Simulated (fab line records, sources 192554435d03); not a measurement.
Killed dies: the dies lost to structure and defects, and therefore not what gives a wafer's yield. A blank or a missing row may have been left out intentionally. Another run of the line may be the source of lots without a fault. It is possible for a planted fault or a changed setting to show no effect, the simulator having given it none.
fab line records	flow n5-finfet
[record] lots = 7	wafers = 21
route steps=1938 shown BEOL_M10@1512 BEOL_M11@1546 BEOL_M12@1609
start-h: hours from the record's opening day to when the first of the lot's shown wafers began	wait-h: time in hours since the lot's previous step	" the same as in the row above	L1.1+2: a row that stands for several wafers	- either no value or no given start	* or withheld: withheld	< > ~ a bound
route shown NAME@n: NAME is a module with steps in the file, n the number in the route of the first one	usual: mean/standard deviation taken from wafers without a fault	same: alike in all rows	chamber/n: place in a boat	sites: readings site by site	_std_site: standard deviation of those values	_edge_site: inner sites' mean taken away from outer sites' mean	radius-mm: how far each site lies from the wafer's centre	mask NAME#n: copy n	behind: the tool/chamber that last shaped the wafer	hold: why the lot went on hold/how many hours it stayed there/how the hold came to an end	device: the transistor (n, p or np) that didn't switch	end of line: tests run on the same wafers once the route is complete	a step given without rows: its recipe and nothing more	killed: dies lost to structure and defects at the first sort, not the wafer's yield	map: a wafer's dies, marking killed ones x, the rest . and places with no die _
set.NAME: setting as actually run; set.NAME@STEP: the setting as run at that earlier step	model.NAME: the simulator's own value behind a step, which no gauge read
lots where settings were altered on purpose, with a table for each step and a row for each wafer
[[steps]]
[step N5_BEOL_M10_TRENCH_ETCH_37]
[recipe] chemistry = C4F6/O2	target-depth-a = 1488.3	target = SiCOH_lowk	time-s = 48	ion-energy-ev = 250	pressure-mtorr = 30	source-w = 345	bias-w = 185	Ar_flow_sccm = 300	C4F6_flow_sccm = 10	O2_flow_sccm = 10
[usual] rf-vpp-V = 662/7.8
lot.wafer	tool	chamber	start-h	wait-h	set.source-w	rf-vpp-V	model.BEOL_M10.feature-depth-nm	model.etch.depth-nm
L074.1	rie-diel-01	0	-	-	345	658	151.2	151.2
L074.4	"	2	"	"	293.1	707	140.4	140.4
L074.5	"	2	"	"	345	650	148.6	148.7
L080.2	rie-diel-03	2	-	-	315.4	705	143	143.1
L080.4	"	1	"	"	345	667	149.4	149.4
L080.5	"	2	"	"	345	673	148.4	148.5
L081.2	rie-diel-02	2	-	-	345	658	149	149.1
L081.5	"	3	"	"	370.5	647	152.8	152.8
L081.6	"	0	"	"	345	663	148.8	148.8
L085.3	rie-diel-01	1	-	-	345	655	149.8	149.8
L085.4	"	2	"	"	345	650	149.6	149.6
L085.6	"	1	"	"	316	685	145.8	145.9
L087.1	rie-diel-01	0	-	-	345	656	151.6	151.6
L087.2	"	2	"	"	345	648	149.8	149.8
L087.4	"	3	"	"	345	672	150.2	150.2
L091.1	rie-diel-02	3	-	-	345	671	146.8	146.8
L091.2	"	1	"	"	308.1	714	143.4	143.4
L091.6	"	2	"	"	345	659	149.2	149.2
L095.2	rie-diel-01	3	-	-	345	670	148.4	148.4
L095.3	"	2	"	"	345	651	147.4	147.3
L095.6	"	2	"	"	285.9	715	137.6	137.7
[step N5_BEOL_M10_ETCH_41]
[recipe] chemistry = CH3F/O2	target = SiCN	target-depth-a = 426	taper-deg = 2	time-s = 86	ion-energy-ev = 120	mask-material = TiN	pressure-mtorr = 30	source-w = 395	bias-w = 75	Ar_flow_sccm = 150	CH3F_flow_sccm = 30	O2_flow_sccm = 20
[step N5_BEOL_M10_STRIP_77]
[recipe] chemistry = N2/H2	time-s = 10	power-w = 450	temp-c = 40	pressure-mtorr = 20	rf-frequency-hz = 6e+07	bias-power-w = 7	n2-flow-sccm = 200	h2-flow-sccm = 200
[step N5_BEOL_M10_OCD_MEAS_38]
[usual] trench-depth-nm = 149.2/1.4
lot.wafer	tool	chamber	start-h	wait-h	set.source-w@BEOL_M10_TRENCH_ETCH_37	trench-depth-nm
L074.1	ocd-01	-	217.07	-	345	150.7
L074.4	"	-	"	"	293.1	140.4
L074.5	"	-	"	"	345	148.4
L080.2	ocd-02	-	243.16	-	315.4	142.5
L080.4	"	-	"	"	345	149.8
L080.5	"	-	"	"	345	148.7
L081.2	ocd-01	-	245.17	-	345	148.4
L081.5	"	-	"	"	370.5	153.1
L081.6	"	-	"	"	345	148.8
L085.3	ocd-02	-	281.19	-	345	150.3
L085.4	"	-	"	"	345	150.1
L085.6	"	-	"	"	316	146.4
L087.1	ocd-02	-	287.32	-	345	151.9
L087.2	"	-	"	"	345	149.8
L087.4	"	-	"	"	345	150.1
L091.1	ocd-02	-	305.52	-	345	147.1
L091.2	"	-	"	"	308.1	143.3
L091.6	"	-	"	"	345	148.5
L095.2	ocd-02	-	352.07	-	345	148.7
L095.3	"	-	"	"	345	147.3
L095.6	"	-	"	"	285.9	138.0
[step N5_BEOL_M10_HM_STRIP_39]
[recipe] chemistry = peroxide-tin-strip	material = TiN	target-depth-a = 250	temp-c = 50	time-s = 158
[step N5_BEOL_M10_SRD_40]
[recipe] time-s = 30	temp-c = 23	rinse-liquid = diw	dry = ipa-marangoni
[step N5_BEOL_M10_ECD_50]
[recipe] material = Cu	target-thk-a = 3180
[step N5_BEOL_M10_ANNEAL_51]
[recipe] temp-c = 225	time-s = 90	ambient = N2
[step N5_BEOL_M10_CMP_52]
[recipe] stop-on = SiCOH_lowk	t-overpolish-s = 7	down-force-psi = 1	platen-rpm = 50	clearing-platen-down-force-psi = 1.5	clearing-platen-rpm = 50	post-cmp-clean = cu-alkaline	target-thk-nm = 140	clearing-platen-pad-velocity-m-s = 0.99484	pad-velocity-m-s = 0.99484
lot.wafer	tool	chamber	start-h	wait-h	set.source-w@BEOL_M10_TRENCH_ETCH_37	model.Cu_of_BEOL_M10_ECD_50.thk-nm
L074.4	cmp-04	1	219.54	0.2	293.1	129.8
L074.1	"	3	"	"	345	142.2
L074.5	"	0	"	"	345	140
L080.2	cmp-03	1	245.48	0.2	315.4	133.8
L080.4	"	2	"	"	345	139
L080.5	"	1	"	"	345	137.6
L081.2	cmp-02	0	247.79	0.2	345	141.6
L081.5	"	0	"	"	370.5	144.2
L081.6	"	1	"	"	345	139.8
L085.3	cmp-04	3	283.62	0.4	345	140.2
L085.4	"	1	"	"	345	140.6
L085.6	"	0	"	"	316	136.8
L087.2	cmp-03	1	289.49	0.2	345	139.8
L087.4	"	2	"	"	345	141
L087.1	"	3	"	"	345	141.8
L091.2	cmp-04	3	308.07	0.2	308.1	134.2
L091.1	"	2	"	"	345	137.8
L091.6	"	0	"	"	345	139.2
L095.2	cmp-04	3	354.11	0.2	345	139.8
L095.3	"	1	"	"	345	137.6
L095.6	"	3	"	"	285.9	128
[step N5_BEOL_M10_THK_MEAS_53]
[recipe] thk-meas-gauge = xrf	reads = Cu_of_BEOL_M10_ECD_50
[usual] M10_THK = 138.0/1.6
lot.wafer	tool	chamber	start-h	wait-h	set.source-w@BEOL_M10_TRENCH_ETCH_37	M10_THK[nm]
L074.1	film-metro-01	-	219.80	-	345	139.8
L074.4	"	-	"	"	293.1	126.9
L074.5	"	-	"	"	345	137.2
L080.2	film-metro-02	-	245.74	-	315.4	131.1
L080.4	"	-	"	"	345	136.3
L080.5	"	-	"	"	345	135.1
L081.2	film-metro-02	-	248.08	-	345	140.4
L081.5	"	-	"	"	370.5	142.6
L081.6	"	-	"	"	345	138.0
L085.3	film-metro-02	-	283.92	-	345	138.1
L085.4	"	-	"	"	345	138.4
L085.6	"	-	"	"	316	135.4
L087.1	film-metro-01	-	289.78	-	345	140.4
L087.2	"	-	"	"	345	139.0
L087.4	"	-	"	"	345	140.2
L091.1	film-metro-02	-	308.36	-	345	136.1
L091.2	"	-	"	"	308.1	131.9
L091.6	"	-	"	"	345	137.2
L095.2	film-metro-02	-	354.40	-	345	138.0
L095.3	"	-	"	"	345	136.1
L095.6	"	-	"	"	285.9	126.4
[step N5_BEOL_M10_PRE_CLEAN_55]
[recipe] gas = NH3	time-s = 15	temp-c = withheld	rf-power-w = 300
[step N5_BEOL_M10_DEP_56]
[recipe] material = SiCN	target-thk-a = 150	temp-c = withheld	precursor = 3MS/NH3	pressure-torr = 3	rf-w = 202	time-s = 26.5
[step N5_BEOL_M10_RS_MEAS_57]
[recipe] thk-meas-gauge = four-point-probe	reads = Cu_of_BEOL_M10_ECD_50+Co_of_BEOL_M10_CVD_75+TaN_of_BEOL_M10_ALD_74
[usual] M10_RS = 0.1509/0.0017
lot.wafer	tool	chamber	start-h	wait-h	set.source-w@BEOL_M10_TRENCH_ETCH_37	M10_RS[ohm/sq]
L074.1	film-metro-01	-	219.94	0.1	345	0.1479
L074.4	"	-	"	"	293.1	0.1646
L074.5	"	-	"	"	345	0.1509
L080.2	film-metro-02	-	245.87	0.1	315.4	0.1586
L080.4	"	-	"	"	345	0.1518
L080.5	"	-	"	"	345	0.1535
L081.2	film-metro-02	-	248.25	0.1	345	0.1490
L081.5	"	-	"	"	370.5	0.1455
L081.6	"	-	"	"	345	0.1511
L085.3	film-metro-02	-	284.06	0.1	345	0.1505
L085.4	"	-	"	"	345	0.1501
L085.6	"	-	"	"	316	0.1547
L087.1	film-metro-02	-	289.92	0.1	345	0.1482
L087.2	"	-	"	"	345	0.1508
L087.4	"	-	"	"	345	0.1499
L091.1	film-metro-02	-	308.53	0.1	345	0.1531
L091.2	"	-	"	"	308.1	0.1581
L091.6	"	-	"	"	345	0.1514
L095.2	film-metro-02	-	354.54	0.1	345	0.1506
L095.3	"	-	"	"	345	0.1533
L095.6	"	-	"	"	285.9	0.1661
[step N5_BEOL_M11_EXPOSE_08]
[recipe] mask-id = M11	na = 1.35	source-shape = dipole	sigma-inner = 0.411	sigma-outer = 0.611	polarization = te	dose-mj = 53.75
lot.wafer	tool	chamber	start-h	wait-h	mask	set.dose-mj
L074.1+5	arfi-scanner-03	0	221.76	-	M11#0	53.75
L074.4	"	0	"	"	M11#0	57.14
L080.2+5	arfi-scanner-03	0	247.35	-	M11#0	56.64
L080.4	"	0	"	"	M11#0	53.75
L081.2	arfi-scanner-02	0	250.96	-	M11#0	53.75
L081.5+6	"	0	"	"	M11#0	55.28
L085.3+6	arfi-scanner-03	0	287.14	-	M11#0	53.75
L085.4	"	0	"	"	M11#0	52.2
L087.1+2+4	arfi-scanner-01	0	291.04	-	M11#0	53.75
L091.1+2	arfi-scanner-02	0	309.88	-	M11#0	56.79
L091.6	"	0	"	"	M11#0	53.75
L095.2	arfi-scanner-02	0	356.41	-	M11#0	53.75
L095.3+6	"	0	"	"	M11#0	57.54
[step N5_BEOL_M11_PEB_09]
[recipe] peb-temp-c = withheld	peb-time-s = 60	resist = CAR-ArF
[step N5_BEOL_M11_DEVELOP_10]
[recipe] develop-time-s = 30	developer = TMAH	resist = CAR-ArF	rinse-liquid = diw	dry = air-spin	dev-temp-c = 23
[step N5_BEOL_M11_CD_MEAS_11]
[recipe] target-cd-nm = 64.1	landing-energy-ev = 500	detector = se-inlens	polarity = opening
[usual] cd-nm = 64.2/0.51
lot.wafer	tool	chamber	start-h	wait-h	set.dose-mj@BEOL_M11_EXPOSE_08	cd-nm
L074.1	cd-sem-03	0	221.89	-	53.75	64.0
L074.4	"	0	"	"	57.14	68.2
L074.5	"	0	"	"	53.75	64.2
L080.2	cd-sem-02	0	247.47	-	56.64	67.3
L080.4	"	0	"	"	53.75	64.3
L080.5	"	0	"	"	56.64	67.2
L081.2	cd-sem-02	0	251.08	-	53.75	65.1
L081.5	"	0	"	"	55.28	65.8
L081.6	"	0	"	"	55.28	66.1
L085.3	cd-sem-02	0	287.26	-	53.75	64.1
L085.4	"	0	"	"	52.2	62.5
L085.6	"	0	"	"	53.75	64.2
L087.1	cd-sem-02	0	291.17	-	53.75	64.0
L087.2	"	0	"	"	53.75	63.8
L087.4	"	0	"	"	53.75	64.3
L091.1	cd-sem-03	0	310.01	-	56.79	66.8
L091.2	"	0	"	"	56.79	67.1
L091.6	"	0	"	"	53.75	64.0
L095.2	cd-sem-03	0	356.53	-	53.75	64.5
L095.3	"	0	"	"	57.54	68.0
L095.6	"	0	"	"	57.54	68.3
[step N5_BEOL_M11_DESCUM_16]
[recipe] chemistry = O2	time-s = 7.9	source-power-w = 50	bias-power-w = 20	pressure-mtorr = 20	rf-frequency-hz = 2.712e+07	temp-c = 40	resist = CAR-ArF	o2-flow-sccm = 225
[step N5_BEOL_M11_ETCH_61]
[recipe] chemistry = CF4	target = SiARC	target-depth-a = 390	mask-material = CAR-ArF	time-s = 65	ion-energy-ev = 80	pressure-mtorr = 40	source-w = 545	bias-w = 36	Ar_flow_sccm = 100	cf4-flow-sccm = 100	ends = cleared
lot.wafer	tool	chamber	start-h	wait-h	set.dose-mj@BEOL_M11_EXPOSE_08	model.BEOL_M11.cd-offset-nm
L074.1+5	rie-diel-04	2,3	222.01	0.0	53.75	0.2
L074.4	"	1	"	"	57.14	3.8
L080.2+5	rie-diel-05	1,3	247.92	0.0	56.64	3.2
L080.4	"	1	"	"	53.75	0.2
L081.2	rie-diel-05	0	251.38	0.0	53.75	0.8
L081.5	"	1	"	"	55.28	2.2
L081.6	"	3	"	"	55.28	2.4
L085.3	rie-diel-05	3	287.68	0.0	53.75	-0.2
L085.4	"	1	"	"	52.2	-1.6
L085.6	"	2	"	"	53.75	0
L087.1+4	rie-diel-06	2,3	293.45	0.0	53.75	0.2
L087.2	"	0	"	"	53.75	-0.2
L091.1	rie-diel-04	3	310.14	0.0	56.79	2.8
L091.2	"	1	"	"	56.79	3.4
L091.6	"	0	"	"	53.75	0
L095.2	rie-diel-05	2	356.65	0.0	53.75	0.2
L095.3	"	1	"	"	57.54	4
L095.6	"	3	"	"	57.54	3.8
[step N5_BEOL_M11_ETCH_62]
[recipe] chemistry = N2/H2	target = SOC	target-depth-a = 1100	overetch-a = 220	mask-material = SiARC	temp-c = 40	time-s = 165	ion-energy-ev = 200	pressure-mtorr = 30	source-w = 840	bias-w = 150	n2-flow-sccm = 200	h2-flow-sccm = 200
lot.wafer	tool	chamber	start-h	wait-h	set.dose-mj@BEOL_M11_EXPOSE_08	model.BEOL_M11.cd-offset-nm
L074.1+5	rie-diel-04	2,3	222.06	0.0	53.75	0.4
L074.4	"	1	"	"	57.14	4
L080.2	rie-diel-05	1	247.97	0.0	56.64	3.2
L080.4	"	1	"	"	53.75	0.4
L080.5	"	3	"	"	56.64	3.4
L081.2	rie-diel-05	0	251.43	0.0	53.75	0.6
L081.5	"	1	"	"	55.28	2
L081.6	"	3	"	"	55.28	2.4
L085.3	rie-diel-05	3	287.73	0.0	53.75	-0.4
L085.4	"	1	"	"	52.2	-1.8
L085.6	"	2	"	"	53.75	0.2
L087.1	rie-diel-06	2	293.50	0.0	53.75	0
L087.2	"	0	"	"	53.75	-0.2
L087.4	"	3	"	"	53.75	0.2
L091.1	rie-diel-04	3	310.19	0.0	56.79	2.8
L091.2	"	1	"	"	56.79	3.2
L091.6	"	0	"	"	53.75	0
L095.2	rie-diel-05	2	356.70	0.0	53.75	0.2
L095.3	"	1	"	"	57.54	4
L095.6	"	3	"	"	57.54	3.8
[step N5_BEOL_M11_STRIP_68]
[recipe] chemistry = N2/H2	temp-c = 40	n2-flow-sccm = 200	h2-flow-sccm = 200	rf-frequency-hz = 6e+07
[step N5_BEOL_M11_STRIP_67]
[recipe] chemistry = CF4	resist = SiARC	power-w = 300	bias-power-w = 75	pressure-mtorr = 50	cf4-flow-sccm = 150	rf-frequency-hz = 6e+07
[step N5_BEOL_M11_HM_OPEN_17]
[recipe] chemistry = Cl2/BCl3	target-depth-a = 200	overetch-a = 60	target = TiN	mask-material = SOC	ion-energy-ev = 150	pressure-mtorr = 10	icp-w = 1000	bias-w = 126	Cl2_flow_sccm = 53.25	bcl3-flow-sccm = 21.75	Ar_flow_sccm = 25
[step N5_BEOL_M11_STRIP_19]
[recipe] chemistry = O2	power-w = 400	temp-c = 40	pressure-mtorr = 30	rf-frequency-hz = 6e+07	bias-power-w = 0	overash-fraction = 0.2	o2-flow-sccm = 225
[step N5_BEOL_M11_CD_MEAS_18]
[recipe] pitch-nm = 140	target-cd-nm = 70
[usual] cd-nm = 70.2/0.54
lot.wafer	tool	chamber	start-h	wait-h	set.dose-mj@BEOL_M11_EXPOSE_08	cd-nm
L074.1	cd-sem-03	-	222.43	0.0	53.75	70.2
L074.4	"	-	"	"	57.14	73.8
L074.5	"	-	"	"	53.75	70.5
L080.2	cd-sem-03	-	248.51	0.1	56.64	73.1
L080.4	"	-	"	"	53.75	70.4
L080.5	"	-	"	"	56.64	73.6
L081.2	cd-sem-01	-	251.84	0.1	53.75	70.7
L081.5	"	-	"	"	55.28	71.8
L081.6	"	-	"	"	55.28	72.3
L085.3	cd-sem-02	-	288.36	0.1	53.75	69.5
L085.4	"	-	"	"	52.2	68.1
L085.6	"	-	"	"	53.75	70.5
L087.1	cd-sem-02	-	293.97	0.0	53.75	70.1
L087.2	"	-	"	"	53.75	70.0
L087.4	"	-	"	"	53.75	70.2
L091.1	cd-sem-03	-	310.56	0.0	56.79	72.8
L091.2	"	-	"	"	56.79	73.0
L091.6	"	-	"	"	53.75	69.9
L095.2	cd-sem-01	-	357.07	0.1	53.75	70.1
L095.3	"	-	"	"	57.54	73.9
L095.6	"	-	"	"	57.54	74.0
[step N5_BEOL_M11_COAT_63]
[recipe] resist = SOC	temp-c = 250	time-s = 60	spin-rpm = 1500	resist-thk-nm = 100
[step N5_BEOL_M11_COAT_64]
[recipe] resist = SiARC	temp-c = 220	time-s = 60	spin-rpm = 1500	resist-thk-nm = 30
[step N5_BEOL_M11_PRECLEAN_42]
[recipe] chemistry = residue-remover	time-s = 60	temp-c = 40
[step N5_BEOL_M11_SRD_43]
[recipe] time-s = 30	temp-c = 23	rinse-liquid = diw	dry = ipa-marangoni
[step N5_BEOL_M11_CD_MEAS_35]
[recipe] target-cd-nm = 70	polarity = opening
[usual] cd-nm = 70.2/0.57
lot.wafer	tool	chamber	start-h	wait-h	set.dose-mj@BEOL_M11_EXPOSE_08	cd-nm
L074.1	cd-sem-03	-	223.64	0.0	53.75	70.1
L074.4	"	-	"	"	57.14	73.6
L074.5	"	-	"	"	53.75	70.6
L080.2	cd-sem-03	-	251.06	0.0	56.64	73.7
L080.4	"	-	"	"	53.75	70.7
L080.5	"	-	"	"	56.64	73.8
L081.2	cd-sem-01	-	254.74	0.0	53.75	70.7
L081.5	"	-	"	"	55.28	71.9
L081.6	"	-	"	"	55.28	72.4
L085.3	cd-sem-02	-	290.33	0.0	53.75	69.6
L085.4	"	-	"	"	52.2	68.4
L085.6	"	-	"	"	53.75	70.2
L087.1	cd-sem-03	-	296.35	0.0	53.75	70.3
L087.2	"	-	"	"	53.75	70.1
L087.4	"	-	"	"	53.75	69.7
L091.1	cd-sem-02	-	314.52	0.0	56.79	72.7
L091.2	"	-	"	"	56.79	73.4
L091.6	"	-	"	"	53.75	69.7
L095.2	cd-sem-02	-	360.10	0.0	53.75	70.4
L095.3	"	-	"	"	57.54	73.9
L095.6	"	-	"	"	57.54	74.3
[step N5_BEOL_M11_DEP_56]
[recipe] material = SiCN	target-thk-a = 300	temp-c = withheld	precursor = 3MS/NH3	pressure-torr = 3	rf-w = 675	time-s = 10.5
lot.wafer	tool	chamber	start-h	wait-h	set.time-s	model.SiCN_of_BEOL_M11_DEP_56.thk-nm
L074.1	pecvd-01	1	226.26	0.0	10.5	30
L074.4	"	1	"	"	9.267	26.8
L074.5	"	0	"	"	10.5	29.8
L080.2	pecvd-02	2	255.04	0.0	10.5	30
L080.4+5	"	1,0	"	"	10.5	30.4
L081.2	pecvd-04	0	258.02	0.0	10.5	30.2
L081.5	"	1	"	"	9.273	27.2
L081.6	"	0	"	"	9.273	26.6
L085.3	pecvd-04	0	292.49	0.0	10.5	30
L085.4	"	2	"	"	9.604	27.6
L085.6	"	0	"	"	10.5	30.2
L087.1	pecvd-04	0	298.51	0.0	10.5	29.4
L087.2	"	2	"	"	10.5	29.8
L087.4	"	2	"	"	10.5	30
L091.1	pecvd-01	2	319.07	0.0	10.5	29.6
L091.2	"	0	"	"	9.879	28.2
L091.6	"	2	"	"	10.5	30.2
L095.2	pecvd-04	2	362.85	0.0	9.137	26.2
L095.3+6	"	1,2	"	"	10.5	30
[step N5_BEOL_M12_PEB_08]
[recipe] peb-temp-c = 130	peb-time-s = 90
lot.wafer	tool	chamber	start-h	wait-h	set.peb-time-s
L074.1+4	litho-track-05	0	226.85	0.1	90
L074.5	"	0	"	"	74.11
L080.2+4+5	litho-track-01	0	255.49	0.0	74.46
L081.2+5	litho-track-05	0	258.53	0.0	78.33
L081.6	"	0	"	"	90
L085.3+4	litho-track-05	0	292.94	0.0	81.64
L085.6	"	0	"	"	90
L087.1+2+4	litho-track-02	0	298.96	0.1	90
L091.1	litho-track-02	0	319.51	0.1	74.03
L091.2+6	"	0	"	"	90
L095.2+3+6	litho-track-02	0	363.30	0.0	90
[step N5_BEOL_M12_DEVELOP_09]
[recipe] develop-time-s = 45	rinse-liquid = diw	dry = air-spin	dev-temp-c = 21
[step N5_BEOL_M12_HARDBAKE_14]
[recipe] temp-c = 130	time-s = 120
[step N5_BEOL_M12_CD_MEAS_10]
[recipe] target-cd-nm = 140	landing-energy-ev = 500	detector = se-inlens	polarity = opening
[usual] cd-nm = 139.9/1.3
lot.wafer	tool	chamber	start-h	wait-h	set.peb-time-s@BEOL_M12_PEB_08	cd-nm
L074.1	cd-sem-03	0	226.96	-	90	139.4
L074.4	"	0	"	"	90	141.3
L074.5	"	0	"	"	74.11	133.3
L080.2	cd-sem-01	0	255.61	-	74.46	133.9
L080.4	"	0	"	"	74.46	134.4
L080.5	"	0	"	"	74.46	134.0
L081.2	cd-sem-01	0	258.64	-	78.33	137.4
L081.5	"	0	"	"	78.33	138.0
L081.6	"	0	"	"	90	140.8
L085.3	cd-sem-03	0	293.06	-	81.64	137.7
L085.4	"	0	"	"	81.64	137.2
L085.6	"	0	"	"	90	140.3
L087.1	cd-sem-02	0	299.08	-	90	138.6
L087.2	"	0	"	"	90	137.7
L087.4	"	0	"	"	90	139.2
L091.1	cd-sem-02	0	319.63	-	74.03	134.2
L091.2	"	0	"	"	90	138.3
L091.6	"	0	"	"	90	138.3
L095.2	cd-sem-01	0	363.41	-	90	137.5
L095.3	"	0	"	"	90	137.0
L095.6	"	0	"	"	90	139.3
[step N5_BEOL_M12_STRIP_71]
[recipe] chemistry = post-etch-residue-remover	time-s = 60	temp-c = 25	remover-ph = withheld	remover-water-wt-pct = withheld	remover-fluoride-wt-pct = withheld
[step N5_BEOL_M12_SRD_72]
[recipe] time-s = 30	temp-c = 23	rinse-liquid = diw	dry = n2-spin	spin-rpm = 1500	dry-time-s = 30
[step N5_BEOL_M12_CD_MEAS_17]
[recipe] target-cd-nm = 140	polarity = opening
[usual] cd-nm = 140.3/1.4
lot.wafer	tool	chamber	start-h	wait-h	set.peb-time-s@BEOL_M12_PEB_08	cd-nm
L074.1	cd-sem-02	-	227.54	0.0	90	138.2
L074.4	"	-	"	"	90	141.4
L074.5	"	-	"	"	74.11	133.2
L080.2	cd-sem-01	-	256.19	0.0	74.46	135.0
L080.4	"	-	"	"	74.46	136.4
L080.5	"	-	"	"	74.46	134.4
L081.2	cd-sem-01	-	259.37	0.0	78.33	137.7
L081.5	"	-	"	"	78.33	138.4
L081.6	"	-	"	"	90	140.9
L085.3	cd-sem-02	-	293.64	0.0	81.64	138.0
L085.4	"	-	"	"	81.64	138.0
L085.6	"	-	"	"	90	141.5
L087.1	cd-sem-02	-	299.67	0.0	90	139.1
L087.2	"	-	"	"	90	138.7
L087.4	"	-	"	"	90	140.8
L091.1	cd-sem-03	-	320.21	0.0	74.03	135.1
L091.2	"	-	"	"	90	138.2
L091.6	"	-	"	"	90	139.6
L095.2	cd-sem-01	-	364.13	0.0	90	137.6
L095.3	"	-	"	"	90	138.2
L095.6	"	-	"	"	90	138.1
[[key]]
[split] step = N5_BEOL_M10_TRENCH_ETCH_37	setting = source-w	stated = 345	by = wafer
[response] step = N5_BEOL_M10_TRENCH_ETCH_37	reading = rf-vpp-V	change = -3.5	per = 1%	r = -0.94
[response] step = N5_BEOL_M10_TRENCH_ETCH_37	reading = model.BEOL_M10.feature-depth-nm	change = +0.577	per = 1%	r = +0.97
[response] step = N5_BEOL_M10_TRENCH_ETCH_37	reading = model.etch.depth-nm	change = +0.573	per = 1%	r = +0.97
[response] step = N5_BEOL_M10_OCD_MEAS_38	reading = trench-depth-nm	change = +0.577	per = 1%	r = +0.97
[response] step = N5_BEOL_M10_CMP_52	reading = model.Cu_of_BEOL_M10_ECD_50.thk-nm	change = +0.593	per = 1%	r = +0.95
[response] step = N5_BEOL_M10_THK_MEAS_53	reading = M10_THK	change = +0.597	per = 1%	r = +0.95
[response] step = N5_BEOL_M10_RS_MEAS_57	reading = M10_RS	change = -0.000786	per = 1%	r = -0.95
[split] step = N5_BEOL_M11_EXPOSE_08	setting = dose-mj	stated = 53.75	by = wafer
[response] step = N5_BEOL_M11_CD_MEAS_11	reading = cd-nm	change = +0.546	per = 1%	r = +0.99
[response] step = N5_BEOL_M11_ETCH_61	reading = model.BEOL_M11.cd-offset-nm	change = +0.546	per = 1%	r = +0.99
[response] step = N5_BEOL_M11_ETCH_62	reading = model.BEOL_M11.cd-offset-nm	change = +0.544	per = 1%	r = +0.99
[response] step = N5_BEOL_M11_CD_MEAS_18	reading = cd-nm	change = +0.544	per = 1%	r = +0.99
[response] step = N5_BEOL_M11_CD_MEAS_35	reading = cd-nm	change = +0.541	per = 1%	r = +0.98
[split] step = N5_BEOL_M11_DEP_56	setting = time-s	stated = 10.5	by = wafer
[response] step = N5_BEOL_M11_DEP_56	reading = model.SiCN_of_BEOL_M11_DEP_56.thk-nm	change = +0.283	per = 1%	r = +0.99
[split] step = N5_BEOL_M12_PEB_08	setting = peb-time-s	stated = 90	by = wafer
[response] step = N5_BEOL_M12_CD_MEAS_10	reading = cd-nm	change = +0.302	per = 1%	r = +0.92
[response] step = N5_BEOL_M12_CD_MEAS_17	reading = cd-nm	change = +0.285	per = 1%	r = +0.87
